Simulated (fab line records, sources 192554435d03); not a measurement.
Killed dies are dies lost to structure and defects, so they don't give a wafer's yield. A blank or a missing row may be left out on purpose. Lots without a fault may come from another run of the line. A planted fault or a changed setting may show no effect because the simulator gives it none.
Chamber matching | flow n5_finfet | N5_ILD0_LINER_00 on ald_sin-04: 4 sister chambers
The step material SiNx, target thk 4 nm, pulse time 1 s, purge time 2 s. 18 wafers are shown with their chamber, then 9 later ones without.

WAFERS WITH THEIR CHAMBER
wafer  | chamber | heater_power_w (W) | chamber_pressure_Torr (Torr) | precursor_pulse_height_rel
L077.2 | 3       | 787                | 1.999                        | 1.014
L077.3 | 0       | 655                | 2.000                        | 0.982
L077.6 | 3       | 802                | 2.000                        | 0.981
L078.2 | 2       | 759                | 2.004                        | 0.977
L078.3 | 0       | 629                | 1.995                        | 1.015
L078.6 | 2       | 752                | 2.000                        | 0.974
L080.1 | 3       | 788                | 1.999                        | 0.979
L080.4 | 0       | 646                | 2.005                        | 0.994
L080.5 | 3       | 796                | 1.998                        | 1.011
L085.3 | 2       | 769                | 1.999                        | 0.997
L085.5 | 0       | 657                | 2.004                        | 0.990
L085.6 | 1       | 820                | 2.005                        | 0.954
L086.1 | 3       | 788                | 1.993                        | 1.037
L086.3 | 2       | 775                | 1.998                        | 0.978
L086.4 | 1       | 804                | 2.001                        | 1.011
L091.3 | 0       | 661                | 2.000                        | 1.044
L091.5 | 3       | 802                | 1.991                        | 1.009
L091.6 | 0       | 649                | 1.998                        | 1.021

SIGNATURES (means of the wafers above)
reading                    | chamber 0 | chamber 1 | chamber 2 | chamber 3 | scatter within a chamber
heater_power_w             | 649.50    | 812.00    | 763.75    | 793.83    | 9.81
chamber_pressure_Torr      | 2.00033   | 2.00300   | 2.00025   | 1.99667   | 0.00346
precursor_pulse_height_rel | 1.00767   | 0.98250   | 0.98150   | 1.00517   | 0.0225
Rule: a wafer's distance from a chamber is the root of the sum, over the readings, of the square of ((its reading less the chamber's mean) divided by the reading's scatter). The wafer belongs to the nearest chamber; if the next one is less than 2 further off, it can't be placed. The scatter: the root of (the sum of the squares of (reading less its chamber's mean) over the shown wafers, divided by (wafers less chambers)).

WAFERS WITHOUT THEIR CHAMBER
wafer  | heater_power_w (W) | chamber_pressure_Torr (Torr) | precursor_pulse_height_rel
L093.2 | 640                | 1.997                        | 1.037
L093.4 | 745                | 1.997                        | 1.006
L093.6 | 811                | 2.003                        | 1.019
L095.1 | 808                | 2.003                        | 1.026
L095.3 | 806                | 1.995                        | 1.016
L095.6 | 645                | 2.002                        | 1.032
L096.1 | 790                | 2.001                        | 0.996
L096.4 | 775                | 1.999                        | 1.001
L096.5 | 816                | 2.006                        | 0.986

WHICH CHAMBER EACH WENT THROUGH
wafer  | from the rows above          | in truth
L093.2 | 0                            | 0
L093.4 | 2                            | 2
L093.6 | can't be placed: 1 or 3      | 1
L095.1 | can't be placed: 1 or 3      | 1
L095.3 | can't be placed: 3 or 1      | 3
L095.6 | 0                            | 0
L096.1 | can't be placed: 3 or 1 or 2 | 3
L096.4 | can't be placed: 2 or 3      | 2
L096.5 | 1                            | 1
Placed correctly: 4 of 9. Can't be placed from these rows: 5 (the true chamber is among the candidates in 5). Placed wrongly: 0.
